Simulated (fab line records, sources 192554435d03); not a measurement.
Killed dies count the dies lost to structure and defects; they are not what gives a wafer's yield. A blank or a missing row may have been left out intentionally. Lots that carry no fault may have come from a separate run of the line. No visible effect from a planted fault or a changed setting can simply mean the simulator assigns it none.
Split-lot trial    flow n5 finfet    route with 1938 steps; 7 lots, 21 wafers read

== ABOUT THE SPLIT ==
At N5_BEOL_M7_HM_DEP_02 (deposits TiN, target thk 20 nm), the setting target thk a was moved away from the recipe's 200 angstrom on 9 of the 21 wafers read, by -12.6% to +12.9%. For the rest of the wafers, this setting stayed at what the recipe calls for.

== FROM THE SPLIT TO THE READING: what the file shows between them, 4 steps ==
- N5_BEOL_M7_COAT_59: time 60 s, resist thk 100 nm
- N5_BEOL_M7_COAT_60: time 60 s, resist thk 35 nm
- N5_BEOL_M7_STRIP_68: strips in N2/H2
- N5_BEOL_M7_STRIP_67: strips in CF4

== THE READING ==
etch.depth nm (the simulator's own value, which no gauge read), in nm, at N5_BEOL_M7_HM_OPEN_17 (chemistry Cl2/BCl3, target TiN, target depth 20 nm, overetch 6 nm). The file gives no usual value for it. The 12 wafers here that ran the recipe average 20.18 nm, standard deviation 0.19 nm.

wafer   tool, chamber at the split  target thk a as run, angstrom  against the recipe  etch.depth nm, nm  against lot-mates on the recipe
L074.3  pvd sputter-03, -           200                            recipe              20.3               -
L074.4  pvd sputter-03, -           225.9                          +12.9%              22.89              +2.46
L074.5  pvd sputter-03, -           200                            recipe              20.56              -
L080.1  pvd sputter-03, -           200                            recipe              20.04              -
L080.3  pvd sputter-03, -           200                            recipe              20.04              -
L080.2  pvd sputter-03, -           225.3                          +12.7%              22.55              +2.51
L083.1  pvd sputter-03, -           200                            recipe              20.37              -
L083.4  pvd sputter-03, -           200                            recipe              20.44              -
L083.6  pvd sputter-03, -           200                            recipe              20.14              -
L087.2  pvd sputter-02, -           200                            recipe              19.92              -
L087.4  pvd sputter-02, -           179.3                          -10.3%              17.86              -2.06
L087.6  pvd sputter-02, -           179.3                          -10.3%              17.79              -2.13
L090.3  pvd sputter-01, -           200                            recipe              20.16              -
L090.4  pvd sputter-01, -           174.8                          -12.6%              17.54              -2.62
L090.6  pvd sputter-01, -           174.8                          -12.6%              17.62              -2.54
L091.1  pvd sputter-01, -           208.1                          +4.0%               20.79              no lot-mate on the recipe
L091.5  pvd sputter-01, -           208.1                          +4.0%               20.58              no lot-mate on the recipe
L091.6  pvd sputter-01, -           208.1                          +4.0%               20.67              no lot-mate on the recipe
L094.1  pvd sputter-03, -           200                            recipe              19.91              -
L094.3  pvd sputter-03, -           200                            recipe              20.17              -
L094.4  pvd sputter-03, -           200                            recipe              20.08              -

FIT RESULTS
A straight line over all 21 wafers: etch.depth nm changes by +0.203 nm for each +1% of target thk a; r = +0.99; the points scatter about the line by 0.21 nm.
The same after taking each lot's own level away (the mean of its wafers on the recipe; 18 wafers): +0.2 nm for each +1%; r = +1.00; scatter 0.095 nm.
Per that fit: largest target thk a move, reading shift of 2.6 nm.
The span of the lots' own levels, 19.920 to 20.430 nm, comes to 2.6 times the standard deviation stated above.
So the lot-to-lot level changes the slope little: the two slopes agree.
Check: +2.61 nm against its lot-mates is what the line predicts for one of the wafers moved furthest among these (+12.9%) when that wafer is left out of the fit. It came out at +2.46 nm against them.

== THESE WAFERS: OTHER SPLITS ==
Note: prior to the reading, these wafers also went through further splits. Each is held against what the fit with the lots' levels taken away leaves over:
other split on the same wafers      wafers away from the commonest value  r with etch.depth nm (lot level and that fit taken away)
N5_BEOL_M4_EXPOSE_25 dose mj        7                                     -0.07
N5_BEOL_M5_TRENCH_ETCH_37 source w  9                                     -0.23
N5_BEOL_M5_ETCH_41 source w         8                                     +0.36
N5_BEOL_M7_PECVD_70 temp c          7                                     -0.12

== THE WHOLE CHAIN: every reading that the file lists as answering this split, in the file's order ==
step                   what it does                                                       reading                                                                           change (the file's fit)                r (the file's)
N5_BEOL_M7_HM_DEP_02   deposits TiN, target thk 20 nm                                     TiN_of_BEOL_M7_HM_DEP_02.thk nm (the simulator's own value, which no gauge read)  +0.199 nm for each +1% of the setting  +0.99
N5_BEOL_M7_HM_OPEN_17  chemistry Cl2/BCl3, target TiN, target depth 20 nm, overetch 6 nm  etch.depth nm (the simulator's own value, which no gauge read)                    +0.198 nm for each +1% of the setting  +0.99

== THE FILE'S OWN FIT ==
etch.depth nm changes by +0.198 nm for each +1% of target thk a, r = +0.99.
